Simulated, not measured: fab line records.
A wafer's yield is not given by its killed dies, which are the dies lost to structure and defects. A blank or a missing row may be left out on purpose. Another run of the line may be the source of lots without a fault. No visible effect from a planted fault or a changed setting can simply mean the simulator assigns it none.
fab line records    flow n5-finfet    part 2 of 2: steps 20 to 26 of 26
record lots=5  wafers=15  last-day=16
route steps=1938 shown MOL_CONTACT_COAG@562
lots untouched by any fault: they come from a run of this same line in which no faults occurred
start-h: hours from the record's opening day to when the first of the lot's shown wafers began    wait-h: hours since the lot's step before    " the same as in the row above    L1.1+2: several wafers, shown together as one row    - no value, or no start was given    * or withheld: withheld    < > ~ a bound
route shown NAME@n: names a module that has steps shown in the file, with the first one's number in the route    usual: the fault-free wafers' mean and standard deviation    same: alike in all rows    chamber/n: place in a boat    sites: readings site by site    _std_site: how widely they spread, as a standard deviation    _edge_site: mean of outer sites minus mean of inner sites    radius-mm: how far each site lies from the wafer's centre    mask NAME#n: copy n    behind: the most recent tool/chamber to have shaped the wafer    hold: cause of the lot's hold/its duration in hours/its outcome    device: the transistor (n, p or np) that didn't switch    end of line: tests run on the same wafers once the route is complete    step lacking rows: just its recipe    killed: dies that structure and defects cost at the first sort, which is not the same as the wafer's yield    map: per-die view of a wafer (x killed, . not killed, _ where there is no die)
set.NAME: the setting as run; set.NAME@STEP: as run at that earlier step    model.NAME: the simulator's own value behind a step, which no gauge read
lots at some steps of the route; a table a step, a row a wafer
services: from which hour (start-h, from the record's first day; less than 0 if before it) a tool's chamber was out of use, for how many hours, and why
## steps
# step N5_MOL_CONTACT_COAG_ETCH_91
# recipe chemistry=N2/H2  target=SOC  target-depth-a=600  overetch-a=210  mask-material=SiARC  temp-c=40  time-s=101.2  ion-energy-ev=200  pressure-mtorr=30  source-w=840  bias-w=150  n2-flow-sccm=200  h2-flow-sccm=200
# usual bias-w=150.0/0.44  drypump-motor-current-A=5.8/0.46  oes-product-au=0.64/0.045  rf-vpp-V=524.9/1.5  showerhead-plenum-p-Torr=2.58/0.054  throttle-valve-pct=17.91/0.19
lot.wafer  tool         chamber  start-h  wait-h  bias-w  drypump-motor-current-A  oes-product-au  rf-hours-counter-h  rf-vpp-V  showerhead-plenum-p-Torr  throttle-valve-pct
L075.1     rie-diel-06  0        101.28   0.0     150.4   6.4                      0.61            172                 523.6     2.53                      18.21
L075.2     "            3        "        "       150.4   5.7                      0.72            60                  523.6     2.57                      17.86
L075.5     "            3        "        "       149.7   5.7                      0.71            -                   525.0     2.57                      17.86
L077.1     rie-diel-02  0        121.85   0.0     150.9   6.5                      0.73            40                  528.6     2.72                      17.95
L077.3     "            3        "        "       149.4   5.9                      0.65            106                 523.8     2.56                      18.14
L077.4     "            1        "        "       150.5   6.3                      0.59            210                 523.3     2.53                      17.71
L078.2     rie-diel-06  2        132.84   0.0     149.8   5.5                      0.67            97                  523.2     2.57                      17.72
L078.4     "            3        "        "       150.3   5.7                      0.71            71                  524.6     2.57                      17.90
L078.5     "            3        "        "       150.6   5.7                      0.70            -                   525.3     2.57                      17.88
L090.1     rie-diel-06  3        200.04   0.0     149.8   5.7                      0.68            100                 523.8     2.56                      17.94
L090.3     "            0        "        "       149.8   6.4                      0.58            210                 524.0     2.51                      18.27
L090.4     "            2        "        "       150.2   5.5                      0.65            124                 523.7     2.56                      17.78
L093.1     rie-diel-05  0        217.25   0.0     150.1   5.5                      0.64            133                 523.0     2.54                      17.91
L093.3     "            2        "        "       149.3   4.9                      0.60            199                 526.3     2.64                      17.67
L093.6     "            2        "        "       149.8   4.9                      0.61            -                   526.8     2.64                      17.65
# step N5_MOL_CONTACT_COAG_STRIP_92
# recipe chemistry=N2/H2  temp-c=40  n2-flow-sccm=200  h2-flow-sccm=200  rf-frequency-hz=6e+07
lot.wafer   tool         chamber  start-h  wait-h
L075.1+2+5  rie-diel-06  0,3,3    101.35   0.0
L077.1+3+4  rie-diel-02  0,3,1    121.92   0.0
L078.2+4+5  rie-diel-06  2,3,3    132.91   0.0
L090.1+3+4  rie-diel-06  3,0,2    200.11   0.0
L093.1+3+6  rie-diel-05  0,2,2    217.32   0.0
# step N5_MOL_CONTACT_COAG_STRIP_93
# recipe chemistry=N2/H2  temp-c=40  n2-flow-sccm=200  h2-flow-sccm=200  rf-frequency-hz=6e+07
lot.wafer   tool         chamber  start-h  wait-h
L075.1+2+5  rie-diel-06  0,3,3    101.36   0.0
L077.1+3+4  rie-diel-02  0,3,1    121.93   0.0
L078.2+4+5  rie-diel-06  2,3,3    132.92   0.0
L090.1+3+4  rie-diel-06  3,0,2    200.12   0.0
L093.1+3+6  rie-diel-05  0,2,2    217.33   0.0
# step N5_MOL_CONTACT_COAG_ETCHBACK_135
# recipe chemistry=CHF3  target=SiO2  target-depth-a=250  time-s=16.7  ion-energy-ev=200  pressure-mtorr=30  source-w=610  bias-w=170  Ar_flow_sccm=200  CHF3_flow_sccm=50
# usual bias-w=170.0/0.49  drypump-motor-current-A=5.8/0.46  oes-product-au=0.77/0.056  rf-vpp-V=519/11  showerhead-plenum-p-Torr=2.41/0.04  throttle-valve-pct=18.82/0.22
lot.wafer  tool         chamber  start-h  wait-h  bias-w  drypump-motor-current-A  oes-product-au  rf-hours-counter-h  rf-vpp-V  showerhead-plenum-p-Torr  throttle-valve-pct
L075.1     rie-diel-06  0        101.37   0.0     170.0   6.4                      0.72            172                 508       2.37                      19.00
L075.2     "            3        "        "       169.7   5.7                      0.86            60                  532       2.43                      18.88
L075.5     "            3        "        "       170.3   5.7                      0.86            -                   530       2.43                      18.86
L077.1     rie-diel-02  0        121.94   0.0     169.4   6.6                      0.87            40                  519       2.51                      18.66
L077.3     "            3        "        "       169.4   5.9                      0.77            106                 499       2.39                      19.00
L077.4     "            1        "        "       170.3   6.3                      0.71            210                 518       2.36                      18.57
L078.2     rie-diel-06  2        132.93   0.0     170.9   5.5                      0.79            97                  508       2.40                      18.64
L078.4     "            3        "        "       169.6   5.7                      0.84            71                  531       2.43                      18.88
L078.5     "            3        "        "       169.4   5.7                      0.85            -                   529       2.43                      18.90
L090.1     rie-diel-06  3        200.13   0.0     169.9   5.7                      0.81            100                 532       2.42                      18.92
L090.3     "            0        "        "       168.8   6.4                      0.69            210                 507       2.36                      19.09
L090.4     "            2        "        "       170.3   5.5                      0.76            125                 509       2.39                      18.68
L093.1     rie-diel-05  0        217.34   0.0     169.7   5.5                      0.78            133                 531       2.40                      19.07
L093.3     "            2        "        "       169.4   4.9                      0.72            199                 535       2.45                      18.48
L093.6     "            2        "        "       170.0   4.9                      0.72            -                   536       2.45                      18.50
# step N5_MOL_CONTACT_COAG_STRIP_118
# recipe chemistry=CHF3  resist=SiARC  rf-frequency-hz=6e+07
lot.wafer   tool         chamber  start-h  wait-h
L075.1+2+5  rie-diel-06  0,3,3    101.39   0.0
L077.1+3+4  rie-diel-02  0,3,1    121.97   0.0
L078.2+4+5  rie-diel-06  2,3,3    132.95   0.0
L090.1+3+4  rie-diel-06  3,0,2    200.15   0.0
L093.1+3+6  rie-diel-05  0,2,2    217.37   0.0
# step N5_MOL_CONTACT_COAG_VIA_ETCH_46
# recipe chemistry=C4F6/O2  target-depth-a=460  overetch-a=92  mask-material=SOC  target=SiO2  bias-w=455  pressure-mtorr=10  time-s=40  source-w=325  Ar_flow_sccm=300  C4F6_flow_sccm=10  O2_flow_sccm=10  ion-energy-ev=575.3  ends=end-point
# usual bias-w=454.9/1.3  drypump-motor-current-A=5.8/0.46  oes-product-au=0.69/0.048  rf-vpp-V=1574/31  showerhead-plenum-p-Torr=2.88/0.047  throttle-valve-pct=41.2/0.54
lot.wafer  tool         chamber  start-h  wait-h  bias-w  drypump-motor-current-A  oes-product-au  rf-hours-counter-h  rf-vpp-V  showerhead-plenum-p-Torr  throttle-valve-pct
L075.1     rie-diel-06  0        101.40   0.0     454.5   6.4                      0.64            172                 1540      2.83                      41.9
L075.2     "            3        "        "       455.5   5.7                      0.76            60                  1608      2.90                      41.6
L075.5     "            3        "        "       459.3   5.7                      0.77            -                   1607      2.90                      41.6
L077.1     rie-diel-02  0        121.98   0.0     454.1   6.5                      0.78            40                  1573      2.99                      40.5
L077.3     "            3        "        "       455.3   5.9                      0.69            106                 1516      2.86                      40.9
L077.4     "            1        "        "       455.0   6.2                      0.64            210                 1571      2.82                      41.0
L078.2     rie-diel-06  2        132.96   0.0     453.3   5.5                      0.71            97                  1542      2.87                      40.9
L078.4     "            3        "        "       455.6   5.7                      0.75            71                  1605      2.90                      41.6
L078.5     "            3        "        "       454.6   5.7                      0.76            -                   1605      2.90                      41.6
L090.1     rie-diel-06  3        200.16   0.0     456.1   5.7                      0.72            100                 1605      2.89                      41.7
L090.3     "            0        "        "       453.4   6.4                      0.63            210                 1541      2.81                      41.9
L090.4     "            2        "        "       453.9   5.5                      0.70            125                 1543      2.85                      40.9
L093.1     rie-diel-05  0        217.38   0.0     453.4   5.5                      0.68            133                 1610      2.86                      41.2
L093.3     "            2        "        "       454.1   4.9                      0.66            199                 1615      2.92                      40.1
L093.6     "            2        "        "       455.9   4.9                      0.66            -                   1615      2.92                      40.1
# step N5_MOL_CONTACT_COAG_STRIP_96
# recipe chemistry=N2/H2  power-w=500  temp-c=40  pressure-mtorr=50  rf-frequency-hz=6e+07  overash-fraction=0.3  bias-power-w=28  h2-frac=0.5  n2-flow-sccm=300  h2-flow-sccm=300
# usual drypump-motor-current-A=5.8/0.46  oes-product-au=0.77/0.057  rf-vpp-V=122.0/1.2  showerhead-plenum-p-Torr=3.40/0.068  throttle-valve-pct=19.0/0.31
lot.wafer  tool         chamber  start-h  wait-h  drypump-motor-current-A  oes-product-au  rf-hours-counter-h  rf-vpp-V  showerhead-plenum-p-Torr  throttle-valve-pct
L075.1     rie-diel-06  0        101.47   0.0     6.4                      0.73            172                 121.4     3.34                      19.6
L075.2     "            3        "        "       5.7                      0.87            60                  122.0     3.40                      19.0
L075.5     "            3        "        "       5.7                      0.86            -                   122.4     3.40                      19.0
L077.1     rie-diel-02  0        122.04   0.0     6.5                      0.88            40                  123.1     3.58                      19.1
L077.3     "            3        "        "       5.9                      0.77            106                 121.8     3.38                      19.4
L077.4     "            1        "        "       6.3                      0.71            210                 121.1     3.34                      18.7
L078.2     rie-diel-06  2        133.03   0.0     5.5                      0.79            97                  123.2     3.39                      18.8
L078.4     "            3        "        "       5.7                      0.85            71                  123.0     3.39                      19.0
L078.5     "            3        "        "       5.7                      0.84            -                   121.5     3.39                      19.0
L090.1     rie-diel-06  3        200.23   0.0     5.7                      0.82            100                 120.3     3.38                      19.1
L090.3     "            0        "        "       6.4                      0.69            210                 122.5     3.32                      19.7
L090.4     "            2        "        "       5.5                      0.77            125                 120.4     3.38                      18.8
L093.1     rie-diel-05  0        217.44   0.0     5.5                      0.77            134                 123.2     3.35                      18.7
L093.3     "            2        "        "       4.9                      0.73            199                 123.6     3.48                      18.8
L093.6     "            2        "        "       4.9                      0.72            -                   123.3     3.48                      18.9
## services
tool            chamber  start-h  hours  kind
ald-sin-02      3        77.70    2.4    repair
ald-sin-04      -        85.96    14.0   pm
rie-diel-06     3        91.74    2.4    repair
euv-scanner-02  -        94.40    1.0    pm
pecvd-03        1        99.02    4.0    repair
euv-scanner-01  -        102.38   1.0    pm
ald-sin-03      0        108.65   1.6    repair
ald-sin-03      1        110.91   6.8    repair
ald-sin-02      -        112.32   0.6    repair
euv-scanner-01  -        112.98   12.0   pm
euv-scanner-01  -        128.82   0.4    repair
ald-sin-02      -        134.75   2.8    pm
euv-scanner-01  -        138.99   5.4    repair
euv-scanner-02  -        150.55   1.0    pm
rie-diel-02     -        156.72   16.8   repair
rie-diel-06     1        161.09   4.9    repair
rie-diel-05     2        164.28   5.6    repair
ald-sin-02      -        177.21   14.0   pm
pecvd-02        0        192.85   6.5    repair
euv-scanner-02  -        194.49   4.6    pm
ald-sin-02      -        206.42   0.3    repair
euv-scanner-02  -        206.70   1.0    pm
rie-diel-06     3        211.16   15.1   repair
euv-scanner-02  -        214.39   1.1    repair
